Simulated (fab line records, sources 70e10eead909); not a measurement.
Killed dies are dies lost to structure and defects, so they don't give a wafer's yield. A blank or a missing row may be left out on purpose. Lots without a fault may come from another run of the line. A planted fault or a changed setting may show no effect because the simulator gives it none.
Which tool did it? | flow nand_harc | 13 lots, 39 wafers sampled, at 6 steps of a route of 1302

WHAT THE GAUGES READ, wafer by wafer
NHARC_P_ZERO_WELL_INSPECT_43. Usual: raw_defect_count 12, standard deviation 6.2.
lot  | measured     | on                | raw_defect_count | flag
L693 | day 2 03:21  | defect_inspect-01 | 5 6 18           |
L695 | day 2 23:41  | defect_inspect-01 | 7 4 12           |
L696 | day 3 09:56  | defect_inspect-02 | 15 6 10          |
L698 | day 4 15:34  | defect_inspect-02 | 24 13 5          |
L699 | day 4 15:53  | defect_inspect-01 | 11 12 13         |
L700 | day 5 01:32  | defect_inspect-02 | 5 11 10          |
L703 | day 6 08:56  | defect_inspect-02 | 416 406 419      | OFF
L705 | day 7 03:59  | defect_inspect-01 | 419 432 426      | OFF
L708 | day 8 10:17  | defect_inspect-01 | 9 8 10           |
L713 | day 10 11:26 | defect_inspect-01 | 25 19 17         |
L714 | day 10 21:49 | defect_inspect-01 | 8 7 2            |
L715 | day 11 07:38 | defect_inspect-01 | 13 10 18         |
L716 | day 11 17:32 | defect_inspect-01 | 4 14 10          |

NHARC_P_STI_CD_MEAS_16. Usual: cd_nm 199.7 nm, standard deviation 2.1.
lot  | measured     | on        | cd_nm (nm)        | flag
L693 | day 2 23:36  | cd_sem-03 | 202.9 201.6 201.4 |
L695 | day 3 17:30  | cd_sem-02 | 199.9 198.4 196.4 |
L696 | day 4 01:10  | cd_sem-02 | 200.5 200.5 201.7 |
L698 | day 5 09:11  | cd_sem-02 | 200.9 203.5 199.1 |
L699 | day 5 09:02  | cd_sem-01 | 201.9 201.2 202.6 |
L700 | day 5 19:12  | cd_sem-01 | 198.5 200.5 195.5 |
L703 | day 7 02:38  | cd_sem-02 | 198.0 198.6 197.8 |
L705 | day 7 21:42  | cd_sem-03 | 200.8 201.6 202.9 |
L708 | day 9 02:49  | cd_sem-02 | 200.2 197.4 199.1 |
L713 | day 11 07:55 | cd_sem-02 | 198.1 200.9 201.3 |
L714 | day 11 13:02 | cd_sem-01 | 199.1 202.5 200.8 |
L715 | day 11 22:54 | cd_sem-02 | 198.3 201.5 199.3 |
L716 | day 12 08:53 | cd_sem-03 | 196.3 195.2 196.5 |

NHARC_P_GATE_CD_MEAS_11: target cd 1640 nm. Usual: cd_nm 1640.5 nm, standard deviation 1.2.
lot  | measured     | on        | cd_nm (nm)           | flag
L693 | day 4 17:32  | cd_sem-02 | 1640.9 1639.9 1641.2 |
L695 | day 5 05:50  | cd_sem-01 | 1642.3 1640.3 1642.6 |
L696 | day 5 11:16  | cd_sem-02 | 1639.3 1641.2 1640.2 |
L698 | day 6 20:53  | cd_sem-01 | 1639.4 1640.2 1640.7 |
L699 | day 6 20:44  | cd_sem-02 | 1639.0 1638.5 1639.5 |
L700 | day 7 11:37  | cd_sem-02 | 1641.7 1642.2 1640.1 |
L703 | day 8 15:08  | cd_sem-01 | 1640.7 1639.0 1640.8 |
L705 | day 9 07:35  | cd_sem-02 | 1639.8 1642.4 1639.5 |
L708 | day 10 09:25 | cd_sem-01 | 1643.0 1641.9 1640.4 |
L713 | day 12 19:07 | cd_sem-03 | 1640.9 1640.2 1641.1 |
L714 | day 12 19:17 | cd_sem-01 | 1639.5 1640.5 1640.2 |
L715 | day 13 07:53 | cd_sem-01 | 1638.4 1640.1 1640.0 |
L716 | day 13 18:37 | cd_sem-02 | 1639.9 1639.1 1640.4 |

NHARC_END_SORT_01. Usual: killed_at_array 56, standard deviation 21; killed_at_other 1.2, standard deviation 1.6; killed_at_periphery 3.7, standard deviation 2.5; killed_dies 61, standard deviation 21; killed_open 3.1, standard deviation 1.8; killed_short 2.8, standard deviation 1.7.
lot  | measured     | on        | killed_at_array | killed_at_other | killed_at_periphery | killed_dies | killed_open | killed_short | flag
L703 | day 28 14:04 | prober-01 | 33 23 34        | 2 1 1           | 80 88 81            | 115 112 116 | 3 3 6       | 2 1 4        | OFF
L705 | day 29 19:15 | prober-01 | 50 41 35        | 0 0 0           | 86 84 37            | 136 125 72  | 2 1 2       | 1 0 1        | OFF

WHICH TOOL RAN EACH LOT (tool, then ch and the chambers of the sampled wafers, then the start)
lot  | NHARC_P_ZERO_WELL_STRIP_28          | NHARC_P_GATE_ETCH_114
L693 | wet_bench-05 ch 4,5,6, day 1 23:17  | rie_diel-06 ch 0,1,3, no start
L695 | wet_bench-06 ch 0,1,7, day 2 19:30  | rie_diel-06 ch 0,2,3, no start
L696 | wet_bench-06 ch 0,2,6, day 3 05:42  | rie_diel-06 ch 1,2,3, no start
L698 | wet_bench-09 ch 5,6,7, day 4 11:29  | rie_diel-06 ch 0,3, no start
L699 | wet_bench-06 ch 1,3,6, day 4 11:38  | rie_diel-08 ch 1,3, no start
L700 | wet_bench-05 ch 1,3,6, day 4 21:20  | rie_diel-04 ch 0,1, no start
L703 | wet_bench-06 ch 3,5,6, day 6 04:05  | rie_diel-08 ch 0,2,3, day 28 14:04 or earlier
L705 | wet_bench-06 ch 0,1,5, day 6 23:45  | rie_diel-04 ch 0,1,3, day 29 19:15 or earlier
L708 | wet_bench-05 ch 0,1,3, day 8 06:05  | rie_diel-06 ch 0,1,2, no start
L713 | wet_bench-06 ch 0,4,7, day 10 07:12 | rie_diel-04 ch 0,1,3, no start
L714 | wet_bench-09 ch 2,3,7, day 10 17:29 | rie_diel-08 ch 0,2,3, no start
L715 | wet_bench-09 ch 1,3,7, day 11 03:31 | rie_diel-08 ch 1,2,3, no start
L716 | wet_bench-09 ch 2,4,7, day 11 13:28 | rie_diel-06 ch 2,3, no start
- NHARC_P_ZERO_WELL_STRIP_28: strips in SPM, time 840 s.
- NHARC_P_GATE_ETCH_114: etches the open film in CF4/O2, target depth 30 nm, overetch 3 nm, time 16.5 s.

WHAT THE TOOLS THEMSELVES READ (means of the sampled wafers that have a number; where no wafer has one, the mark that the record gives instead)
NHARC_P_GATE_ETCH_114. Usual: drypump_motor_current_A 5.7 A, standard deviation 0.42; oes_o_777_au 1.000 a.u., standard deviation 0.0044; oes_product_au 0.998 a.u., standard deviation 0.0078; rf_vpp_V 197.9 V, standard deviation 1.2; showerhead_plenum_p_Torr 1.34 Torr, standard deviation 0.046; throttle_valve_pct 13.397 %, standard deviation 0.0096.
lot  | tool        | drypump_motor_current_A (A) | oes_o_777_au (a.u.) | oes_product_au (a.u.) | rf_vpp_V (V) | showerhead_plenum_p_Torr (Torr) | throttle_valve_pct (%) | flag
L693 | rie_diel-06 | 5.6                         | 0.995               | 1.002                 | 198.2        | 1.35                            | 13.398                 |
L695 | rie_diel-06 | 5.5                         | 1.002               | 0.998                 | 199.1        | 1.36                            | 13.401                 |
L696 | rie_diel-06 | 6.0                         | 0.998               | 1.001                 | 198.1        | 1.37                            | 13.404                 |
L698 | rie_diel-06 | 5.6                         | 1.004               | 0.998                 | 197.4        | 1.36                            | 13.396                 |
L699 | rie_diel-08 | 5.9                         | 1.000               | 0.999                 | 198.3        | 1.33                            | 13.397                 |
L700 | rie_diel-04 | 6.1                         | 1.001               | 0.997                 | 196.9        | 1.30                            | 13.408                 |
L703 | rie_diel-08 | 5.8                         | 1.001               | 1.008                 | 197.1        | 1.35                            | 13.397                 |
L705 | rie_diel-04 | 5.7                         | 1.001               | 0.989                 | 197.3        | 1.33                            | 13.396                 |
L708 | rie_diel-06 | 5.5                         | 1.001               | 1.009                 | 197.5        | 1.35                            | 13.399                 |
L713 | rie_diel-04 | 5.7                         | 1.003               | 0.989                 | 197.8        | 1.33                            | 13.392                 |
L714 | rie_diel-08 | 5.8                         | 1.001               | 0.995                 | 197.9        | 1.35                            | 13.392                 |
L715 | rie_diel-08 | 5.7                         | 1.000               | 0.999                 | 197.1        | 1.30                            | 13.398                 |
L716 | rie_diel-06 | 5.9                         | 0.994               | 1.002                 | 198.8        | 1.38                            | 13.398                 |

THE ANSWER, worked out from the rows above alone
Rule: a lot is off if the mean of its wafers that have a number lies more than 3 standard deviations from the usual mean. A lot without any number at a reading at which 4 lots or more have one is off too. The other lots that the step has rows for count as sound. The gauges are gone through in route order, then the tools' own readings, and for those a lot's mean is taken as printed above. The first step at which some lot is off is used, and at that step the reading that is off furthest; a lot without a number counts as furthest.
Off: L703, L705, at NHARC_P_ZERO_WELL_INSPECT_43 (raw_defect_count).
A tool fits if, at a process step before that reading, it ran every lot that is off, and no sound lot after the first of them. The gauges at NHARC_P_ZERO_WELL_INSPECT_43 aren't tried: what is off there is off at NHARC_END_SORT_01 too, on other tools, and a gauge's error can't cause that. None of those tried fits.

WHAT THE SIMULATOR HAD PUT IN
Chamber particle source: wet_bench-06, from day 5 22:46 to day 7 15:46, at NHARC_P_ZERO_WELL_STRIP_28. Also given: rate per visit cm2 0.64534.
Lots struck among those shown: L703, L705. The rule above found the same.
